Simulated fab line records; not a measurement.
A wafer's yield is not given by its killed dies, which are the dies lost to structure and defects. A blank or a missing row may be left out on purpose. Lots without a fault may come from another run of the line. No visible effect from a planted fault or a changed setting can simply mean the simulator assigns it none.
Split-lot experiment	flow n5-finfet	on a route of 1938 steps: 7 lots, 39 wafers read

## THE SPLIT
At N5_WELL_APT_EXPOSE_05 (exposes mask NWELL, defocus 0 nm, target cd 200 nm), the setting dose-mj was moved away from the recipe's 20.3 on 9 of the 39 wafers read, by +2.6% to +7.7%. The other wafers ran this setting at the recipe's value.

## FROM THE SPLIT TO THE READING: what the file shows between them, 3 steps
- N5_WELL_APT_PEB_06: peb time 90 s
- N5_WELL_APT_DEVELOP_07: develop time 45 s
- N5_WELL_APT_HARDBAKE_12: time 120 s

## THE READING
cd-nm (nm) at N5_WELL_APT_CD_MEAS_08, where the cd target is 200 nm. Typical for fault-free wafers on this fab line: 200.4 nm, with standard deviation 1.8 nm.

wafer	tool, chamber at the split	dose-mj as run	against the recipe	cd-nm, nm	against lot-mates on the recipe
L075.1	krf-scanner-02, 0	20.3	recipe	202.3	-
L075.2	krf-scanner-02, 0	20.3	recipe	198.1	-
L075.3	krf-scanner-02, 0	20.3	recipe	198.0	-
L075.4	krf-scanner-02, 0	20.3	recipe	198.8	-
L075.5	krf-scanner-02, 0	20.3	recipe	200.4	-
L075.6	krf-scanner-02, 0	20.3	recipe	199.2	-
L076.1	krf-scanner-01, 0	20.3	recipe	199.2	-
L076.2	krf-scanner-01, 0	20.3	recipe	197.4	-
L076.3	krf-scanner-01, 0	20.3	recipe	198.5	-
L076.4	krf-scanner-01, 0	20.3	recipe	200.6	-
L076.5	krf-scanner-01, 0	20.3	recipe	203.1	-
L076.6	krf-scanner-01, 0	20.3	recipe	202.1	-
L079.1	krf-scanner-01, 0	21.86	+7.7%	214.0	+11.0
L079.2	krf-scanner-01, 0	21.86	+7.7%	215.5	+12.5
L079.3	krf-scanner-01, 0	21.86	+7.7%	214.3	+11.3
L079.4	krf-scanner-01, 0	20.3	recipe	203.3	-
L079.5	krf-scanner-01, 0	20.3	recipe	201.8	-
L079.6	krf-scanner-01, 0	20.3	recipe	203.8	-
L080.1	krf-scanner-01, 0	20.3	recipe	203.2	-
L080.2	krf-scanner-01, 0	21.03	+3.6%	205.1	+4.8
L080.3	krf-scanner-01, 0	20.3	recipe	198.6	-
L080.4	krf-scanner-01, 0	20.3	recipe	199.2	-
L080.5	krf-scanner-01, 0	21.03	+3.6%	205.4	+5.1
L080.6	krf-scanner-01, 0	21.03	+3.6%	203.7	+3.4
L089.1	krf-scanner-02, 0	20.3	recipe	199.7	-
L089.2	krf-scanner-02, 0	20.3	recipe	201.5	-
L089.3	krf-scanner-02, 0	20.3	recipe	199.7	-
L089.4	krf-scanner-02, 0	20.3	recipe	198.8	-
L089.5	krf-scanner-02, 0	20.3	recipe	199.8	-
L089.6	krf-scanner-02, 0	20.3	recipe	202.5	-
L090.1	krf-scanner-01, 0	20.3	recipe	200.2	-
L090.2	krf-scanner-01, 0	20.82	+2.6%	204.6	+2.9
L090.3	krf-scanner-01, 0	20.3	recipe	202.8	-
L090.4	krf-scanner-01, 0	20.3	recipe	202.1	-
L090.5	krf-scanner-01, 0	20.82	+2.6%	205.8	+4.1
L090.6	krf-scanner-01, 0	20.82	+2.6%	203.0	+1.3
L095.2	krf-scanner-02, 0	20.3	recipe	199.1	-
L095.3	krf-scanner-02, 0	20.3	recipe	200.8	-
L095.6	krf-scanner-02, 0	20.3	recipe	199.4	-

THE FIT
A straight line over all 39 wafers: cd-nm changes by +1.73 nm for each +1% of dose-mj; r = +0.91; the points scatter about the line by 1.8 nm.
The same after taking each lot's own level away (the mean of its wafers on the recipe; 39 wafers): +1.45 nm for each +1%; r = +0.91; scatter 1.5 nm.
According to that fit, moving dose-mj by its largest amount changes the reading by 11 nm.
The span of the lots' own levels, 199.47 to 202.97 nm, comes to 1.9 times the standard deviation stated above.
Hence the slope depends on the lot-to-lot level, as the two fits are not the same.
Check: for one of the wafers moved furthest among these (+7.7%), held out of the fit, the line's prediction against its lot-mates is +11 nm. It came out at +11 nm against them.

## THE WHOLE CHAIN: every reading that the file lists as answering this split, in the file's order
step	what it does	reading	change (the file's fit)	r (the file's)
N5_WELL_APT_CD_MEAS_08	target cd 200 nm	cd-nm	+1.43 nm for each +1% of the setting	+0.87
N5_WELL_APT_DESCUM_13	chemistry O2, time 7.9 s	WELL_APT.cd-nm (the simulator's own value, which no gauge read)	+1.44 nm for each +1% of the setting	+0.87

## THE FILE'S OWN FIT
cd-nm changes by +1.43 nm for each +1% of dose-mj, r = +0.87.
